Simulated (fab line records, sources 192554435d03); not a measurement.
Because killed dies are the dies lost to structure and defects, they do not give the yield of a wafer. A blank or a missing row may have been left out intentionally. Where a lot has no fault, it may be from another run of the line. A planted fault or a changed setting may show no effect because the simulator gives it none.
Split-lot experiment / flow n5_finfet / on a route of 1938 steps: 7 lots, 21 wafers read

## SPLIT DETAILS
At N5_BEOL_M10_TRENCH_ETCH_37 (etches SiCOH lowk in C4F6/O2, target depth 148.83 nm, time 48 s), the setting bias_w was moved away from the recipe's 185 W on 6 of the 21 wafers read, by -12.2% to +8.5%. For the rest of the wafers, this setting stayed at what the recipe calls for.

The reading is taken at the split's own step.

## THE READING
rf_vpp_V, in V, at N5_BEOL_M10_TRENCH_ETCH_37 (etches SiCOH lowk in C4F6/O2, target depth 148.83 nm, time 48 s). On this fab line, fault-free wafers typically give 661 V with a standard deviation of 10 V.

wafer=L086.1; tool, chamber at the split=rie_diel-06, 0; bias_w as run, W=185; against the recipe=recipe; rf_vpp_V, V=680; against lot-mates on the recipe=-
wafer=L086.2; tool, chamber at the split=rie_diel-06, 2; bias_w as run, W=185; against the recipe=recipe; rf_vpp_V, V=669; against lot-mates on the recipe=-
wafer=L086.3; tool, chamber at the split=rie_diel-06, 3; bias_w as run, W=162.6; against the recipe=-12.1%; rf_vpp_V, V=591; against lot-mates on the recipe=-84
wafer=L088.1; tool, chamber at the split=rie_diel-06, 0; bias_w as run, W=185; against the recipe=recipe; rf_vpp_V, V=681; against lot-mates on the recipe=-
wafer=L088.2; tool, chamber at the split=rie_diel-06, 2; bias_w as run, W=185; against the recipe=recipe; rf_vpp_V, V=670; against lot-mates on the recipe=-
wafer=L088.3; tool, chamber at the split=rie_diel-06, 1; bias_w as run, W=185; against the recipe=recipe; rf_vpp_V, V=669; against lot-mates on the recipe=-
wafer=L089.2; tool, chamber at the split=rie_diel-01, 1; bias_w as run, W=185; against the recipe=recipe; rf_vpp_V, V=669; against lot-mates on the recipe=-
wafer=L089.4; tool, chamber at the split=rie_diel-01, 3; bias_w as run, W=185; against the recipe=recipe; rf_vpp_V, V=659; against lot-mates on the recipe=-
wafer=L089.5; tool, chamber at the split=rie_diel-01, 1; bias_w as run, W=185; against the recipe=recipe; rf_vpp_V, V=670; against lot-mates on the recipe=-
wafer=L090.1; tool, chamber at the split=rie_diel-03, 1; bias_w as run, W=193.5; against the recipe=+4.6%; rf_vpp_V, V=677; against lot-mates on the recipe=+30
wafer=L090.3; tool, chamber at the split=rie_diel-03, 3; bias_w as run, W=185; against the recipe=recipe; rf_vpp_V, V=648; against lot-mates on the recipe=-
wafer=L090.5; tool, chamber at the split=rie_diel-03, 3; bias_w as run, W=185; against the recipe=recipe; rf_vpp_V, V=647; against lot-mates on the recipe=-
wafer=L092.1; tool, chamber at the split=rie_diel-03, 0; bias_w as run, W=185; against the recipe=recipe; rf_vpp_V, V=674; against lot-mates on the recipe=-
wafer=L092.2; tool, chamber at the split=rie_diel-03, 1; bias_w as run, W=185; against the recipe=recipe; rf_vpp_V, V=655; against lot-mates on the recipe=-
wafer=L092.5; tool, chamber at the split=rie_diel-03, 1; bias_w as run, W=185; against the recipe=recipe; rf_vpp_V, V=655; against lot-mates on the recipe=-
wafer=L093.2; tool, chamber at the split=rie_diel-01, 3; bias_w as run, W=162.4; against the recipe=-12.2%; rf_vpp_V, V=594; against lot-mates on the recipe=-57
wafer=L093.4; tool, chamber at the split=rie_diel-01, 0; bias_w as run, W=185; against the recipe=recipe; rf_vpp_V, V=651; against lot-mates on the recipe=-
wafer=L093.5; tool, chamber at the split=rie_diel-01, 3; bias_w as run, W=162.4; against the recipe=-12.2%; rf_vpp_V, V=593; against lot-mates on the recipe=-58
wafer=L097.1; tool, chamber at the split=rie_diel-01, 1; bias_w as run, W=200.7; against the recipe=+8.5%; rf_vpp_V, V=713; against lot-mates on the recipe=+70
wafer=L097.3; tool, chamber at the split=rie_diel-01, 0; bias_w as run, W=200.7; against the recipe=+8.5%; rf_vpp_V, V=696; against lot-mates on the recipe=+53
wafer=L097.4; tool, chamber at the split=rie_diel-01, 2; bias_w as run, W=185; against the recipe=recipe; rf_vpp_V, V=643; against lot-mates on the recipe=-

THE FIT
A straight line over all 21 wafers: rf_vpp_V changes by +5.43 V for each +1% of bias_w; r = +0.94; the points scatter about the line by 11 V.
The same after taking each lot's own level away (the mean of its wafers on the recipe; 21 wafers): +5.94 V for each +1%; r = +0.97; scatter 8.5 V.
On that fit, the largest move of bias_w shifts the reading by 73 V.
Across the lots, their own levels run from 643.0 to 674.5 V, a range of 3.1 times the standard deviation given above.
Hence the lot-to-lot level has little effect on the slope; both slopes agree.
Check: -75.5 V against its lot-mates is what the line predicts for one of the wafers moved furthest among these (-12.2%) when that wafer is left out of the fit. It came out at -57 V against them.
Tool readings at the split's step, against how far the setting was moved: rf_vpp_V r = +0.94.

## OTHER SPLITS APPLIED TO THESE WAFERS
Before the reading, these wafers also passed through other splits. Each is held against what the fit with the lots' levels taken away leaves over:
other split on the same wafers=N5_BEOL_M6_ALD_77 ald_cycles; wafers away from the commonest value=10; r with rf_vpp_V (lot level and that fit taken away)=+0.24
other split on the same wafers=N5_BEOL_M7_TRENCH_ETCH_37 bias_w; wafers away from the commonest value=6; r with rf_vpp_V (lot level and that fit taken away)=+0.36
other split on the same wafers=N5_BEOL_M7_ETCH_41 bias_w; wafers away from the commonest value=4; r with rf_vpp_V (lot level and that fit taken away)=+0.12
other split on the same wafers=N5_BEOL_M10_PEB_26 peb_time_s; wafers away from the commonest value=6; r with rf_vpp_V (lot level and that fit taken away)=+0.05

## FILE'S OWN FIT
rf_vpp_V changes by +6.07 V for each +1% of bias_w, r = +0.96.
